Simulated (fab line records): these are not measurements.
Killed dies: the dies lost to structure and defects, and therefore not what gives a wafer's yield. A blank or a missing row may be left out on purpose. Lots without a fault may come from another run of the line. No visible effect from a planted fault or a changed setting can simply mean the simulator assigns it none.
Chamber matching    flow n5Finfet    3 sister chambers for N5_BEOL_M11_DEP_56 on pecvd-01
The step deposits SiCN from 3MS/NH3, target thk 30 nm, time 10.5 s. 20 wafers are shown with their chamber, then 10 later ones without.

## WAFERS, EACH WITH ITS CHAMBER
wafer   chamber  throttleValvePct (%)  showerheadPlenumPTorr (Torr)
L075.3  0        17.2                  4.118
L075.4  2        19.1                  4.160
L075.6  1        18.2                  4.149
L076.3  0        17.3                  4.114
L076.4  1        18.2                  4.152
L076.6  2        19.6                  4.168
L078.1  0        17.3                  4.120
L078.3  1        18.2                  4.153
L078.5  0        17.4                  4.129
L079.1  1        18.0                  4.151
L079.4  1        18.1                  4.154
L079.6  2        19.3                  4.170
L080.1  2        19.1                  4.154
L080.2  0        17.3                  4.106
L080.4  0        17.3                  4.117
L085.3  1        18.1                  4.149
L085.5  0        17.3                  4.123
L085.6  1        18.1                  4.154
L088.3  0        17.2                  4.123
L088.4  1        18.3                  4.150

SIGNATURES (means of the wafers above)
reading                chamber 0  chamber 1  chamber 2  scatter within a chamber
throttleValvePct       17.288     18.150     19.275     0.123
showerheadPlenumPTorr  4.11875    4.15150    4.16300    0.00556
Rule: a wafer's distance from a chamber is the root of the sum, over the readings, of the square of ((its reading less the chamber's mean) divided by the reading's scatter). The wafer belongs to the nearest chamber; if the next one is less than 2 further off, it can't be placed. The scatter: the root of (the sum of the squares of (reading less its chamber's mean) over the shown wafers, divided by (wafers less chambers)).

## WAFERS MISSING THEIR CHAMBER
wafer   throttleValvePct (%)  showerheadPlenumPTorr (Torr)
L088.6  19.4                  4.155
L087.2  17.2                  4.118
L087.3  18.4                  4.155
L087.4  17.4                  4.110
L091.1  17.3                  4.114
L091.2  18.2                  4.150
L091.5  19.6                  4.175
L092.1  17.3                  4.118
L092.2  19.3                  4.160
L092.3  18.3                  4.146

## CHAMBER TAKEN BY EACH
wafer   from the rows above  in truth
L088.6  2                    2
L087.2  0                    0
L087.3  1                    1
L087.4  0                    0
L091.1  0                    0
L091.2  1                    1
L091.5  2                    2
L092.1  0                    0
L092.2  2                    2
L092.3  1                    1
Correctly placed: 10 of 10. Not placeable from these rows: 0. 0 placed wrongly.
